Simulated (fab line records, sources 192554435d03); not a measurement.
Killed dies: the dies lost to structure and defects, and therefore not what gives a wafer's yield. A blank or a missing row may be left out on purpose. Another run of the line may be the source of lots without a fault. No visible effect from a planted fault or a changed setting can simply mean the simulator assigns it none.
fab line records	flow n5Finfet
[record] lots = 13	wafers = 39	lastDay = 16
route steps=1938 shown HKMG_FIN@438 BEOL_M4@1096 BEOL_M5@1115
lots untouched by any fault: they come from a run of this same line in which no faults occurred
startH: hours from the record's opening day to when the first of the lot's shown wafers began	waitH: time in hours since the lot's previous step	" identical to the entry in the row above	L1.1+2: a single row standing in for several wafers	- no value, or no start given	* or withheld: withheld	< > ~ a bound
route shown NAME@n: NAME is a module with steps in the file, n the number in the route of the first one	usual: mean and standard deviation over wafers with no fault	same: alike in all rows	chamber/n: place in a boat	sites: the reading at each site	_std_site: standard deviation of those values	_edge_site: inner sites' mean taken away from outer sites' mean	radiusMm: for every site, how far away it sits from the centre of the wafer	mask NAME#n: copy n	behind: tool/chamber where the wafer was last shaped	hold: the reason the lot was held/the length of the hold in hours/how it ended	device: the transistor (n, p or np) that didn't switch	end of line: tests run on the same wafers once the route is complete	for a step that has no rows: nothing shown but its recipe	killed: not the wafer's yield, but the dies lost to structure and defects at the first sort	map: a wafer's dies, x killed, . not, _ none there
set.NAME: the run value of the setting; set.NAME@STEP: its run value at that earlier step	model.NAME: the simulator's own value behind a step, which no gauge read
a sample of lots followed through the steps of the route, with each step as a table and each wafer as a row
services: from which hour (startH, from the record's first day; less than 0 if before it) a tool's chamber was out of use, for how many hours, and why
[[steps]]
[step N5_HKMG_FIN_ETCH_35]
[recipe] chemistry = N2/H2	target = SOC	targetDepthA = 2158	ionEnergyEv = 65	biasW = 5	sourceW = 3000	timeS = 243.4	pressureMtorr = 30	n2FlowSccm = 200	h2FlowSccm = 200
[usual] drypumpMotorCurrentA = 5.6/0.43	oesProductAu = 0.80/0.09	rfVppV = 141.7/1.1	showerheadPlenumPTorr = 2.56/0.088	throttleValvePct = 17.88/0.25
lot.wafer	tool	chamber	startH	waitH	drypumpMotorCurrentA	oesProductAu	rfHoursCounterH	rfVppV	showerheadPlenumPTorr	throttleValvePct
L170.1	rieDiel-01	0	76.26	0.0	6.2	0.71	191	142.0	2.54	18.22
L170.4	"	1	"	"	5.6	0.72	189	142.9	2.52	17.93
L170.5	"	3	"	"	5.3	0.84	-	141.3	2.47	17.51
L171.2	rieDiel-06	1	80.44	0.0	6.2	0.94	10	141.3	2.72	17.90
L171.4	"	3	"	"	5.6	0.71	205	141.8	2.62	18.16
L171.6	"	1	"	"	6.3	0.95	-	141.9	2.72	17.88
L172.1	rieDiel-01	0	87.52	0.0	6.2	0.72	194	140.3	2.53	18.23
L172.2	"	1	"	"	5.6	0.72	192	141.9	2.52	17.91
L172.4	"	3	"	"	5.4	0.85	66	140.4	2.47	17.51
L174.2	rieDiel-06	2	103.82	0.0	5.8	0.73	189	142.1	2.53	17.99
L174.4	"	1	"	"	6.3	0.91	17	142.6	2.71	17.90
L174.6	"	1	"	"	6.3	0.91	-	142.4	2.71	17.91
L175.3	rieDiel-01	3	108.36	0.0	5.4	0.83	73	140.2	2.47	17.54
L175.4	"	1	"	"	5.7	0.70	200	141.6	2.51	17.93
L175.6	"	2	"	"	5.3	0.81	-	140.5	2.46	17.74
L177.2	rieDiel-01	3	120.88	0.0	5.3	0.83	77	141.5	2.47	17.53
L177.3	"	1	"	"	5.6	0.70	205	141.4	2.51	17.95
L177.4	"	2	"	"	5.3	0.80	96	140.3	2.46	17.72
L178.2	rieDiel-01	2	127.50	0.0	5.3	0.80	98	140.5	2.46	17.74
L178.4	"	0	"	"	6.2	0.71	208	141.1	2.53	18.26
L178.6	"	1	"	"	5.7	0.70	-	141.8	2.51	17.95
L180.2	rieDiel-05	2	139.89	0.0	5.7	0.89	54	141.7	2.47	17.98
L180.4	"	0	"	"	5.5	0.89	25	139.8	2.48	17.55
L180.5	"	2	"	"	5.7	0.90	-	141.1	2.47	17.97
L182.2	rieDiel-05	3	151.53	0.0	5.0	0.90	18	142.6	2.71	17.53
L182.3	"	2	"	"	5.6	0.88	58	141.8	2.47	18.01
L182.6	"	2	"	"	5.7	0.87	-	143.4	2.47	17.98
L183.1	rieDiel-06	2	155.57	0.0	5.8	0.71	206	140.1	2.52	18.03
L183.3	"	3	"	"	5.7	0.69	229	141.7	2.61	18.22
L183.6	"	2	"	"	5.8	0.72	-	141.9	2.52	18.00
L184.1	rieDiel-05	0	163.37	0.0	5.5	0.87	33	141.2	2.48	17.55
L184.4	"	3	"	"	5.0	0.90	22	145.0	2.70	17.53
L184.6	"	1	"	"	6.1	0.94	-	142.4	2.59	17.53
L188.1	rieDiel-06	0	185.80	0.0	4.8	0.85	64	140.9	2.68	17.86
L188.2	"	2	"	"	5.8	0.99	216	142.0	2.52	18.07
L188.4	"	1	"	"	6.2	0.86	43	144.4	2.70	17.96
L189.1	rieDiel-01	1	193.62	0.0	5.6	0.68	230	141.0	2.50	17.98
L189.3	"	0	"	"	6.2	0.69	231	141.3	2.52	18.31
L189.4	"	3	"	"	5.4	0.80	102	139.8	2.46	17.56
[step N5_BEOL_M4_SPUTTER_92]
[recipe] material = Cu	targetThkA = 45	tempC = -20	chamberPressurePa = 0.07	powerW = withheld	timeS = 8.29
[usual] throttleValvePct = 29.8/0.74
lot.wafer	tool	chamber	startH	waitH	throttleValvePct
L170.1	pvdSputter-02	-	158.51	0.1	29.4
L170.4	"	-	"	"	29.1
L170.5	"	-	"	"	28.6
L171.2	pvdSputter-03	-	163.37	0.1	29.7
L171.4	"	-	"	"	29.2
L171.6	"	-	"	"	30.6
L172.1	pvdSputter-03	-	174.13	0.1	29.6
L172.2	"	-	"	"	29.6
L172.4	"	-	"	"	29.1
L174.2	pvdSputter-03	-	187.05	0.1	29.3
L174.4	"	-	"	"	30.5
L174.6	"	-	"	"	30.2
L175.3	pvdSputter-03	-	190.15	0.1	29.5
L175.4	"	-	"	"	29.1
L175.6	"	-	"	"	29.1
L177.2	pvdSputter-01	-	206.20	0.1	30.0
L177.3	"	-	"	"	29.5
L177.4	"	-	"	"	30.8
L178.2	pvdSputter-02	-	212.44	0.1	28.8
L178.4	"	-	"	"	29.3
L178.6	"	-	"	"	28.6
L180.2	pvdSputter-01	-	224.33	0.1	29.6
L180.4	"	-	"	"	30.8
L180.5	"	-	"	"	30.2
L182.2	pvdSputter-02	-	238.45	0.1	29.8
L182.3	"	-	"	"	31.2
L182.6	"	-	"	"	29.1
L183.1	pvdSputter-01	-	239.59	0.1	29.4
L183.3	"	-	"	"	29.6
L183.6	"	-	"	"	29.6
L184.1	pvdSputter-01	-	257.46	0.1	31.2
L184.4	"	-	"	"	29.6
L184.6	"	-	"	"	29.9
L189.1	pvdSputter-01	-	273.85	0.1	30.7
L189.3	"	-	"	"	29.7
L189.4	"	-	"	"	29.6
L188.1	pvdSputter-03	-	279.08	0.1	29.5
L188.2	"	-	"	"	30.4
L188.4	"	-	"	"	29.6
[step N5_BEOL_M4_RC_MEAS_101]
[usual] DIBL_N = 35.7/1.3	DIBL_P = 35.4/1.8	EOT_N = 10.52/0.09	IGATE_N = 0.0126/0.0018	IGATE_P = 0.0038/0.00056	IOFF_N = 0.152/0.027	IOFF_P = 0.20/0.034	IOFF_P_LONG = 0.000104/1e-05	ION_N = 672/9.8	ION_P = 461/7.5	SS_N = 71.4/0.55	SS_P = 73.1/0.61	VT_N = 251/3.3	VT_P = -251/3.6
lot.wafer	tool	chamber	startH	waitH	DIBL_N[mV/V]	DIBL_P[mV/V]	EOT_N	IGATE_N[nA/um]	IGATE_P[nA/um]	IOFF_N[nA/um]	IOFF_P[nA/um]	IOFF_P_LONG[nA/um]	ION_N[uA/um]	ION_P[uA/um]	SS_N[mV/dec]	SS_P[mV/dec]	VT_N[mV]	VT_P[mV]
L170.1	prober-02	0	162.74	0.0	37.2	39.2	10.46	0.0140	0.0043	0.199	0.27	0.000114	681	469	72.2	74.2	247	-244
L170.4	"	0	"	"	35.0	38.2	10.47	0.0144	0.0044	0.160	0.24	0.000114	672	465	71.1	73.9	248	-246
L170.5	"	0	"	"	35.2	36.6	10.47	0.0160	0.0049	0.161	0.22	0.00011	684	467	71.0	73.7	248	-247
L171.2	prober-01	0	167.97	0.2	34.0	32.5	10.49	0.0136	0.0042	0.114	0.16	0.000107	661	457	70.3	72.7	255	-255
L171.4	"	0	"	"	35.2	34.1	10.56	0.0120	0.0037	0.133	0.18	0.000108	670	464	70.6	73.5	253	-251
L171.6	"	0	"	"	34.4	34.2	10.61	0.0108	0.0033	0.126	0.18	0.000107	659	452	71.3	73.0	255	-250
L172.1	prober-01	0	179.12	0.0	38.6	38.5	10.57	0.0117	0.0035	0.217	0.30	0.000117	674	468	72.4	74.4	248	-244
L172.2	"	0	"	"	34.7	32.9	10.62	0.0120	0.0037	0.139	0.21	0.000116	671	463	71.0	72.9	251	-249
L172.4	"	0	"	"	34.8	34.2	10.68	0.0117	0.0035	0.144	0.22	0.000116	673	460	71.6	73.5	251	-248
L174.2	prober-01	0	191.24	0.2	35.8	36.2	10.53	0.0149	0.0044	0.162	0.18	8.9e-05	676	452	71.3	73.1	253	-258
L174.4	"	0	"	"	36.4	37.6	10.53	0.0130	0.0038	0.186	0.19	9e-05	688	469	71.3	73.7	246	-252
L174.6	"	0	"	"	36.6	37.3	10.58	0.0103	0.0030	0.188	0.19	8.9e-05	673	453	72.3	73.8	251	-253
L175.3	prober-02	0	194.45	0.3	35.6	36.1	10.38	0.0150	0.0045	0.174	0.24	0.000123	679	472	71.7	73.4	247	-243
L175.4	"	0	"	"	38.0	39.5	10.48	0.0134	0.0041	0.237	0.32	0.000117	694	484	72.4	73.6	243	-242
L175.6	"	0	"	"	37.0	37.8	10.28	0.0170	0.0051	0.203	0.27	0.000121	691	481	71.8	73.5	243	-243
L177.2	prober-02	0	209.83	0.2	36.0	36.9	10.71	0.0107	0.0032	0.162	0.21	0.000104	676	465	72.1	73.2	247	-251
L177.3	"	0	"	"	35.9	36.5	10.44	0.0145	0.0044	0.157	0.20	0.000105	682	459	71.7	72.6	248	-250
L177.4	"	0	"	"	35.6	35.6	10.39	0.0150	0.0046	0.153	0.20	0.000103	674	462	71.3	73.1	248	-250
L178.2	prober-02	0	218.47	0.6	33.7	32.3	10.47	0.0159	0.0047	0.114	0.16	9.9e-05	666	458	70.7	72.2	256	-253
L178.4	"	0	"	"	35.1	34.0	10.58	0.0150	0.0045	0.131	0.19	0.000101	674	463	71.6	72.7	255	-253
L178.6	"	0	"	"	33.6	32.7	10.49	0.0161	0.0048	0.112	0.17	0.000105	666	467	72.0	72.5	255	-255
L180.2	prober-02	0	227.33	0.2	37.7	38.4	10.60	0.0112	0.0034	0.186	0.26	0.000114	680	466	72.5	74.4	250	-245
L180.4	"	0	"	"	35.7	35.6	10.45	0.0131	0.0040	0.148	0.22	0.000113	662	463	71.3	73.1	250	-248
L180.5	"	0	"	"	34.8	34.8	10.49	0.0136	0.0041	0.139	0.21	0.000114	677	465	70.7	73.3	250	-248
L182.2	prober-02	0	240.16	0.2	35.2	34.3	10.63	0.0095	0.0028	0.139	0.16	8.5e-05	649	445	71.2	73.1	252	-256
L182.3	"	0	"	"	34.1	33.3	10.49	0.0112	0.0033	0.125	0.15	8.7e-05	659	449	70.1	73.0	251	-256
L182.6	"	0	"	"	35.6	35.7	10.53	0.0107	0.0032	0.146	0.17	8.5e-05	653	445	71.2	73.2	254	-256
L183.1	prober-02	0	241.33	0.2	34.1	33.8	10.50	0.0131	0.0040	0.115	0.16	9.4e-05	656	450	71.3	72.5	254	-253
L183.3	"	0	"	"	35.7	35.6	10.52	0.0129	0.0039	0.138	0.18	9.2e-05	673	454	72.0	72.6	254	-255
L183.6	"	0	"	"	36.3	36.0	10.40	0.0129	0.0040	0.146	0.19	9.5e-05	661	452	71.7	73.2	253	-254
L184.1	prober-01	0	260.59	0.0	36.5	35.6	10.43	0.0125	0.0037	0.155	0.21	0.000108	667	460	71.5	73.4	252	-252
L184.4	"	0	"	"	36.3	37.1	10.54	0.0123	0.0037	0.163	0.23	0.000106	668	465	71.2	72.8	250	-247
L184.6	"	0	"	"	35.8	35.7	10.58	0.0112	0.0034	0.149	0.20	0.000104	663	460	71.9	72.5	250	-248
L189.1	prober-01	0	275.44	0.0	35.3	34.9	10.62	0.0111	0.0033	0.143	0.18	0.000102	676	459	71.4	72.9	252	-253
L189.3	"	0	"	"	34.3	33.2	10.59	0.0100	0.0030	0.123	0.17	0.000101	666	457	70.4	72.6	254	-254
L189.4	"	0	"	"	34.0	33.3	10.55	0.0128	0.0038	0.126	0.18	0.000101	667	460	70.9	72.6	252	-252
L188.1	prober-02	0	280.66	0.0	39.0	38.9	10.44	0.0125	0.0037	0.201	0.28	0.000113	685	474	71.8	74.3	246	-246
L188.2	"	0	"	"	37.4	36.9	10.24	0.0395	0.0118	0.182	0.25	0.000135	697	486	72.2	74.2	249	-245
L188.4	"	0	"	"	37.7	37.7	10.49	0.0111	0.0033	0.175	0.26	0.000119	677	472	71.4	74.6	248	-244
[step N5_BEOL_M5_PECVD_70]
[recipe] material = SiO2	targetThkA = 160	tempC = 400	precursor = TEOS/O2	pressureTorr = 5.5	rfW = 450	teosFlowSccm = 53.8	gas = O2	flowSccm = 3000	timeS = 18
[usual] heaterPowerW = 749/140	showerheadPlenumPTorr = 8.77/0.069	throttleValvePct = 22.3/1.3
lot.wafer	tool	chamber	startH	waitH	heaterPowerW	showerheadPlenumPTorr	throttleValvePct
L170.1	pecvd-01	1	164.32	0.0	752	8.73	21.7
L170.4	"	2	"	"	935	8.85	21.6
L170.5	"	1	"	"	786	8.74	21.8
L171.2	pecvd-01	1	169.39	0.0	700	8.76	21.9
L171.4	"	2	"	"	832	8.82	21.7
L171.6	"	0	"	"	802	8.82	24.6
L172.1	pecvd-01	2	181.18	0.0	807	8.82	21.5
L172.2	"	0	"	"	793	8.83	24.4
L172.4	"	0	"	"	806	8.81	24.6
L174.2	pecvd-03	0	192.66	0.0	742	8.76	24.2
L174.4	"	1	"	"	657	8.81	21.8
L174.6	"	0	"	"	754	8.74	23.9
L175.3	pecvd-03	2	195.74	0.1	934	8.67	22.0
L175.4	"	0	"	"	749	8.76	23.8
L175.6	"	0	"	"	730	8.75	24.0
L177.2	pecvd-04	1	211.26	0.0	478	8.66	22.6
L177.3	"	0	"	"	605	8.74	21.6
L177.4	"	1	"	"	486	8.69	22.4
L178.2	pecvd-01	2	219.91	0.0	959	8.83	21.6
L178.4	"	1	"	"	714	8.76	21.7
L178.6	"	0	"	"	809	8.84	24.4
L180.2	pecvd-03	1	228.78	0.0	723	8.84	22.0
L180.4	"	0	"	"	823	8.73	24.1
L180.5	"	2	"	"	945	8.69	21.8
L182.2	pecvd-04	1	241.58	0.0	439	8.65	22.6
L182.3	"	0	"	"	592	8.75	21.4
L182.6	"	1	"	"	454	8.66	22.7
L183.1	pecvd-03	2	243.20	0.0	900	8.69	21.9
L183.3	"	0	"	"	833	8.76	23.9
L183.6	"	2	"	"	899	8.70	22.2
L184.1	pecvd-03	2	262.16	0.0	838	8.68	22.2
L184.4	"	2	"	"	844	8.68	21.9
L184.6	"	1	"	"	724	8.84	21.8
L189.1	pecvd-03	1	277.04	0.0	715	8.84	22.0
L189.3	"	2	"	"	818	8.71	22.0
L189.4	"	2	"	"	833	8.67	22.2
L188.1	pecvd-01	0	282.27	0.0	743	8.83	24.3
L188.2	"	2	"	"	804	8.83	21.6
L188.4	"	0	"	"	742	8.82	24.4
[step N5_BEOL_M5_HM_DEP_02]
[recipe] material = TiN	targetThkA = 200	tempC = 25	chamberPressurePa = 0.49996
[usual] throttleValvePct = 29.9/0.79
lot.wafer	tool	chamber	startH	waitH	throttleValvePct
L170.1	pvdSputter-03	-	164.38	0.0	29.0
L170.4	"	-	"	"	30.4
L170.5	"	-	"	"	30.6
L171.2	pvdSputter-03	-	170.81	1.4	30.6
L171.4	"	-	"	"	29.6
L171.6	"	-	"	"	30.3
L172.1	pvdSputter-02	-	181.23	0.0	28.7
L172.2	"	-	"	"	29.3
L172.4	"	-	"	"	31.5
L174.2	pvdSputter-02	-	192.86	0.2	28.4
L174.4	"	-	"	"	31.5
L174.6	"	-	"	"	29.2
L175.3	pvdSputter-02	-	195.81	0.1	28.4
L175.4	"	-	"	"	31.5
L175.6	"	-	"	"	29.8
L177.2	pvdSputter-01	-	211.50	0.2	31.1
L177.3	"	-	"	"	29.6
L177.4	"	-	"	"	29.6
L178.2	pvdSputter-03	-	220.09	0.2	30.4
L178.4	"	-	"	"	29.0
L178.6	"	-	"	"	30.7
L180.2	pvdSputter-03	-	230.27	1.5	30.4
L180.4	"	-	"	"	28.8
L180.5	"	-	"	"	29.2
L182.2	pvdSputter-01	-	241.64	0.0	29.6
L182.3	"	-	"	"	30.3
L182.6	"	-	"	"	30.7
L183.1	pvdSputter-01	-	243.45	0.2	30.3
L183.3	"	-	"	"	29.6
L183.6	"	-	"	"	29.5
L184.1	pvdSputter-03	-	262.72	0.5	28.9
L184.4	"	-	"	"	30.6
L184.6	"	-	"	"	29.4
L189.1	pvdSputter-01	-	278.64	1.6	29.5
L189.3	"	-	"	"	29.6
L189.4	"	-	"	"	30.4
L188.1	pvdSputter-02	-	282.32	0.0	30.1
L188.2	"	-	"	"	28.4
L188.4	"	-	"	"	31.2
[[services]]
tool	chamber	startH	hours	kind
pecvd-01	2	59.28	10.3	repair
pecvd-04	2	74.17	13.8	repair
pecvd-03	-	77.78	0.3	repair
rieDiel-05	3	77.97	4.6	repair
pecvd-04	-	108.50	5.5	pm
pecvd-03	0	143.65	5.5	scheduledDown
pecvd-01	1	148.27	5.6	repair
rieDiel-06	0	149.96	9.6	repair
pecvd-03	-	152.71	6.0	pm
pecvd-04	-	177.19	2.8	pm
rieDiel-06	-	186.01	2.8	pm
rieDiel-06	2	193.07	5.0	repair
pecvd-03	1	193.72	6.0	repair
pecvd-04	-	194.54	2.1	repair
pecvd-01	-	224.56	28.1	pm
rieDiel-01	0	246.77	-	clean
rieDiel-01	0	246.77	-	consumableReplace:focusRing
rieDiel-01	0	246.77	17.1	scheduledDown
rieDiel-01	0	246.77	17.1	ventCycle
rieDiel-06	0	248.46	12.2	repair
rieDiel-06	2	253.30	11.7	repair
pecvd-04	0	258.64	22.5	repair
rieDiel-01	1	263.83	-	clean
rieDiel-01	1	263.83	-	consumableReplace:focusRing
[[key]]
[firstSign] step = N5_BEOL_M4_RC_MEAS_101	reading = IGATE_N	direction = up	sigmas = 15	usual = 0.0126	struck = 0.0395
[effect] step = N5_BEOL_M4_RC_MEAS_101	reading = IGATE_P	direction = up	sigmas = 14	usual = 0.0038	struck = 0.0118
[effect] step = N5_BEOL_M4_RC_MEAS_101	reading = EOT_N	direction = down	sigmas = 3.1	usual = 10.52	struck = 10.24
[effect] step = N5_BEOL_M4_RC_MEAS_101	reading = IOFF_P_LONG	direction = up	sigmas = 3.1	usual = 0.000104	struck = 0.000135
metAt N5_HKMG_FIN_ETCH_35
struckLots L188
struckWafers L188.2
sortLeftOut L188.2
notActingAt N5_BEOL_M4_SPUTTER_92,N5_BEOL_M5_PECVD_70,N5_BEOL_M5_HM_DEP_02
onsetBetween 155.57 185.80
[fault] kind = processParameterDrift	tool = rieDiel-06	chamber = -	onsetH = 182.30	steps = N5_HKMG_FIN_ETCH_35	channel = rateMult	offset = 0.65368	shape = step	endH = 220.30	scope = struckWafersOnly
// sortLeftOut: the simulated sort isn't trusted on such a fault, so these wafers' sort isn't shown, and their yield isn't known
